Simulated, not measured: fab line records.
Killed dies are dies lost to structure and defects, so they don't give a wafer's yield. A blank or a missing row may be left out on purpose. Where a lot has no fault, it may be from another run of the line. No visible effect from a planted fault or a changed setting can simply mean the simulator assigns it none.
A lot that was struck, set against a sound lot || flow nand-harc || 14 out of 1159 route steps
Sound: these wafers, L247.1, L247.2, L247.3. Struck: wafer L258.2. The cause is given at the end.
For every step that has rows: the tool of each side, followed by ch and its chambers, followed by its first start. Under that, the readings that differ: sound wafers || struck wafers || difference of the means || sigmas: that difference in standard deviations of wafers without a fault.
alike: readings whose means differ by less than 2 such deviations, and words and numbers that are the same on both sides. not compared: withheld readings, readings that some wafer has no value for, bounds like >300 that may hide the same value, and numbers for which the record gives no deviation and whose values overlap.
A row with sigmas, a row that says differs or no value, or rows on one side alone: a step with any of these is where the two part. Numbers that don't overlap but have no deviation are shown without sigmas and don't part them. A reading missing from all wafers of one side parts the sides only when that side holds two or more wafers.

NHARC_A_M1_INSPECT_27:
  sound on defect-inspect-02 at day 18 03:58; struck on defect-inspect-02 at day 20 23:52
  alike: raw-defect-count
NHARC_A_M1_PRE_CLEAN_32: time 12 s.
  sound on pecvd-04 ch 0,1,2, day 18 04:31; struck on pecvd-04 ch 0, day 21 00:05
{"reading": "heater-power-w (W)", "sound": "635 748 591", "struck": 810, "difference": "+152", "sigmas": "+2"}
{"reading": "since-wet-clean-h (h)", "sound": "23 23 23", "struck": 91, "difference": "+68", "sigmas": ""}
  alike: rf-fwd-power-W, susceptor-temp-C
NHARC_A_M1_DEP_33: deposits SiCN, target thk 30 nm.
  sound on pecvd-04 ch 0,1,2, day 18 04:36; struck on pecvd-04 ch 0, day 21 00:13
{"reading": "since-wet-clean-h (h)", "sound": "23 23 23", "struck": 91, "difference": "+68", "sigmas": ""}
  alike: heater-power-w, rf-fwd-power-W, susceptor-temp-C
NHARC_A_BONDPAD_DEP_00: deposits SiCN, target thk 250 nm.
  sound on pecvd-03 ch 0,1,2, day 18 05:09; struck on pecvd-02 ch 0, day 21 00:47
{"reading": "since-wet-clean-h (h)", "sound": "108 108 108", "struck": 133, "difference": "+25", "sigmas": ""}
  alike: heater-power-w, rf-fwd-power-W, susceptor-temp-C
NHARC_A_BONDPAD_CMP_29: polishes SiCN, target thk 200 nm.
  sound on cmp-04 ch 0,2,3, day 18 05:33; struck on cmp-01 ch 3, day 21 01:06
  alike: motor-current-A
NHARC_A_BONDPAD_THK_MEAS_30: measures by ellipsometry.
  sound on film-metro-02 at day 18 05:49; struck on film-metro-02 at day 21 01:21
{"reading": "thk-nm (nm)", "sound": "198.5 198.1 202.1", "struck": 203.3, "difference": "+3.7", "sigmas": "+2"}
then, 5 steps without rows for these wafers: NHARC_A_BONDPAD_SRD_31; NHARC_A_BONDPAD_DEHYDRATE_01 (time 120 s); NHARC_A_BONDPAD_HMDS_02 (time 30 s); NHARC_A_BONDPAD_COAT_33 (time 65 s); NHARC_A_BONDPAD_COAT_03 (resist thk 600 nm).
NHARC_A_BONDPAD_SOFTBAKE_04: time 70 s.
  sound on litho-track-03 ch 0, day 18 05:00; struck on litho-track-02 ch 0, day 21 01:00
{"reading": "heater-power-total-W (W)", "sound": "199.1 202.6 199.2", "struck": 207.1, "difference": "+6.8", "sigmas": "+5"}
then, 1 step without rows for these wafers: NHARC_A_BONDPAD_EBR_05.
NHARC_END_SORT_01:
  the record has rows for the sound wafers here (prober-02 ch 0, day 19 09:03) and none for the struck ones

== WHERE THEY PART ==
Earliest at NHARC_A_M1_PRE_CLEAN_32; latest, in this record, at NHARC_END_SORT_01.

WHY: what had been put in by the simulator
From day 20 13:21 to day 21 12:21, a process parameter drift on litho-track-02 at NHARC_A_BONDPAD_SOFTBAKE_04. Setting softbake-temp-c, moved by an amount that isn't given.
